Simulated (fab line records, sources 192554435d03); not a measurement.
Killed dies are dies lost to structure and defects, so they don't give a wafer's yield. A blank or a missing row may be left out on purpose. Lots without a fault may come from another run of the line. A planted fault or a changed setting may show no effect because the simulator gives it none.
Split-lot experiment | flow n5_finfet | 7 lots, 21 wafers read, on a route of 1938 steps

THE SPLIT
At N5_BEOL_M14_PEB_08 (peb time 90 s), the setting peb_temp_c was moved away from the recipe's 130 C on 6 of the 21 wafers read, by -2.0% to +2.7%. The other wafers ran this setting at the recipe's value.

FROM THE SPLIT TO THE READING: what the file shows between them, 5 steps
- N5_BEOL_M14_DEVELOP_09: develop time 45 s
- N5_BEOL_M14_HARDBAKE_14: time 120 s
- N5_BEOL_M14_CD_MEAS_10: target cd 250 nm
- N5_BEOL_M14_STRIP_71: strips in post etch residue remover, time 60 s
- N5_BEOL_M14_SRD_72: time 30 s, dry time 30 s

THE READING
cd_nm, in nm, at N5_BEOL_M14_CD_MEAS_17 (target cd 250 nm). Fault-free wafers of this fab line usually give 251.8 nm, standard deviation 1.7 nm.

wafer  | tool, chamber at the split | peb_temp_c as run, C | against the recipe | cd_nm, nm | against lot-mates on the recipe
L078.1 | litho_track-02, 0          | 130                  | recipe             | 252.4     | -
L078.4 | litho_track-02, 0          | 130                  | recipe             | 252.3     | -
L078.5 | litho_track-02, 0          | 133.5                | +2.7%              | 274.7     | +22.3
L081.4 | litho_track-02, 0          | 133.1                | +2.4%              | 264.2     | +16.8
L081.5 | litho_track-02, 0          | 130                  | recipe             | 246.1     | -
L081.6 | litho_track-02, 0          | 130                  | recipe             | 248.6     | -
L082.1 | litho_track-02, 0          | 130                  | recipe             | 252.9     | -
L082.2 | litho_track-02, 0          | 130                  | recipe             | 253.4     | -
L082.6 | litho_track-02, 0          | 130                  | recipe             | 253.3     | -
L085.2 | litho_track-01, 0          | 130                  | recipe             | 243.4     | -
L085.5 | litho_track-01, 0          | 130                  | recipe             | 252.9     | -
L085.6 | litho_track-01, 0          | 132.7                | +2.1%              | 255.3     | +7.2
L090.1 | litho_track-05, 0          | 130                  | recipe             | 252.4     | -
L090.3 | litho_track-05, 0          | 130                  | recipe             | 252.1     | -
L090.5 | litho_track-05, 0          | 132.5                | +1.9%              | 262.0     | +9.8
L091.3 | litho_track-05, 0          | 130                  | recipe             | 251.8     | -
L091.4 | litho_track-05, 0          | 127.4                | -2.0%              | 236.7     | -16.6
L091.6 | litho_track-05, 0          | 130                  | recipe             | 254.8     | -
L094.1 | litho_track-05, 0          | 130                  | recipe             | 251.2     | -
L094.2 | litho_track-05, 0          | 131.3                | +1.0%              | 256.8     | +7.2
L094.4 | litho_track-05, 0          | 130                  | recipe             | 248.0     | -

THE FIT
A straight line over all 21 wafers: cd_nm changes by +6.25 nm for each +1% of peb_temp_c; r = +0.88; the points scatter about the line by 3.7 nm.
The same after taking each lot's own level away (the mean of its wafers on the recipe; 21 wafers): +6.85 nm for each +1%; r = +0.94; scatter 2.7 nm.
On that fit, the largest move of peb_temp_c shifts the reading by 18 nm.
The lots' own levels span 247.35 to 253.30 nm, that is 3.5 times the standard deviation above.
So the lot-to-lot level changes the slope little: the two slopes agree.
Check: with one of the wafers moved furthest among these (+2.7%) left out of the fit, the line predicts +16.3 nm for it against its lot-mates. It came out at +22.3 nm against them.

THE WHOLE CHAIN: every reading that the file lists as answering this split, in the file's order
step                   | what it does     | reading | change (the file's fit)              | r (the file's)
N5_BEOL_M14_CD_MEAS_10 | target cd 250 nm | cd_nm   | +6.41 nm for each +1% of the setting | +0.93
N5_BEOL_M14_CD_MEAS_17 | target cd 250 nm | cd_nm   | +6.72 nm for each +1% of the setting | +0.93

THE FILE'S OWN FIT
cd_nm changes by +6.72 nm for each +1% of peb_temp_c, r = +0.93.
